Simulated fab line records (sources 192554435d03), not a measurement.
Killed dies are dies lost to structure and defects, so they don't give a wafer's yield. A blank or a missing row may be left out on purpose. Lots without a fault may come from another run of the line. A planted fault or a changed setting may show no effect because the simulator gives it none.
Matching of chambers / flow n5Finfet / 3 sister chambers for N5_BEOL_M5_ILD_DEP_00 on pecvd-02
The step deposits SiCOH lowk from DEMS/porogen, target thk 140.64 nm, time 25.9 s. 6 wafers are shown with their chamber, then 8 later ones without.

## EACH WAFER AND ITS CHAMBER
wafer=L209.1; chamber=2; throttleValvePct (%)=13.2; heaterPowerW (W)=426
wafer=L209.5; chamber=1; throttleValvePct (%)=14.1; heaterPowerW (W)=428
wafer=L210.2; chamber=1; throttleValvePct (%)=14.0; heaterPowerW (W)=424
wafer=L210.5; chamber=2; throttleValvePct (%)=13.3; heaterPowerW (W)=432
wafer=L210.6; chamber=0; throttleValvePct (%)=14.1; heaterPowerW (W)=319
wafer=L219.1; chamber=0; throttleValvePct (%)=14.1; heaterPowerW (W)=328

## WAFERS WHOSE CHAMBER IS MISSING
wafer=L219.3; throttleValvePct (%)=13.0; heaterPowerW (W)=399
wafer=L219.6; throttleValvePct (%)=13.5; heaterPowerW (W)=401
wafer=L221.1; throttleValvePct (%)=13.3; heaterPowerW (W)=417
wafer=L221.4; throttleValvePct (%)=13.3; heaterPowerW (W)=420
wafer=L221.5; throttleValvePct (%)=14.1; heaterPowerW (W)=296
wafer=L222.1; throttleValvePct (%)=14.1; heaterPowerW (W)=262
wafer=L222.4; throttleValvePct (%)=13.9; heaterPowerW (W)=263
wafer=L222.6; throttleValvePct (%)=13.4; heaterPowerW (W)=355

## WHICH CHAMBER EACH WENT THROUGH
wafer=L219.3; from the rows above=2; in truth=2
wafer=L219.6; from the rows above=2; in truth=2
wafer=L221.1; from the rows above=2; in truth=2
wafer=L221.4; from the rows above=2; in truth=2
wafer=L221.5; from the rows above=0; in truth=0
wafer=L222.1; from the rows above=0; in truth=0
wafer=L222.4; from the rows above=0; in truth=0
wafer=L222.6; from the rows above=0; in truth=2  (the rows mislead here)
7 of 8 placed correctly. Number that these rows cannot place: 0. Placed wrongly: 1.
How it was worked out, from the rows above alone: a wafer's distance from a chamber is the root of the sum, over the readings, of the square of ((its reading less the chamber's mean) divided by the reading's scatter). The wafer belongs to the nearest chamber; if the next one is less than 2 further off, it can't be placed. A chamber's mean is the mean of its shown wafers. How the scatter is found: for the shown wafers, subtract from each reading the mean of its chamber, square and add these, divide the total by (wafers less chambers), then take the root.
